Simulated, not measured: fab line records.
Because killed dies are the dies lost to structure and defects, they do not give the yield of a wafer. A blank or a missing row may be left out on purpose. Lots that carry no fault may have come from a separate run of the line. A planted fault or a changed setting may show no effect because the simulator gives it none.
Which of the tools did it?    flow n5-finfet    17 wafers from 6 lots sampled at 2 of the route's 1938 steps

== WHAT THE GAUGES READ, wafer by wafer ==
N5_PASSIVATION_CD_MEAS_30 targets a cd of 4000 nm.
lot   measured      on         cd-nm (nm)
L822  day 11 23:05  cd-sem-02  4000.4 4000.9 3997.6
L824  day 11 23:14  cd-sem-02  3993.2 3996.3 3998.1
L826  day 13 01:12  cd-sem-03  3996.3 4001.3
L828  day 13 20:16  cd-sem-01  3996.6 3998.4 3999.0
L833  day 14 10:24  cd-sem-01  3996.9 4000.4 4003.0
L835  day 15 14:37  cd-sem-03  4004.1 3998.6 4000.8

== TOOL THAT RAN EACH LOT (tool first, then ch and the chambers of the sampled wafers, then the start) ==
lot   N5_DUMMY_REMOVAL_PRECLEAN_08
L822  remote-plasma-01 ch 0, day 4 02:56
L824  remote-plasma-01 ch 1, day 4 14:11
L826  remote-plasma-01 ch 0, day 5 02:39
L828  remote-plasma-02 ch 1, day 5 16:17
L833  remote-plasma-02 ch 0, day 7 01:41
L835  remote-plasma-01 ch 0, day 7 08:35
- N5_DUMMY_REMOVAL_PRECLEAN_08: cleans in NF3:NH3, afs cycles 2, time 20 s, sublimation time 60 s.

== THE ANSWER, worked out from the rows above alone ==
Rule: what is usual is taken from the lots themselves. Put in order of their means at a reading, lots are off if they are a third of the lots or fewer, leave a main group of 4 or more, and stand apart from it by a gap of 3 or more times the standard deviation of the main group's means; of several such gaps the widest counts. If all means in a main group match to the digits the tables above print for the reading, that group is not used. A lot without any number at a reading at which 4 lots or more have one is off too. Where the step has rows for the other lots, those lots are counted as sound.
None of the lots is off at any reading shown; this tells nothing.

== WHAT HAD BEEN PUT IN BY THE SIMULATOR ==
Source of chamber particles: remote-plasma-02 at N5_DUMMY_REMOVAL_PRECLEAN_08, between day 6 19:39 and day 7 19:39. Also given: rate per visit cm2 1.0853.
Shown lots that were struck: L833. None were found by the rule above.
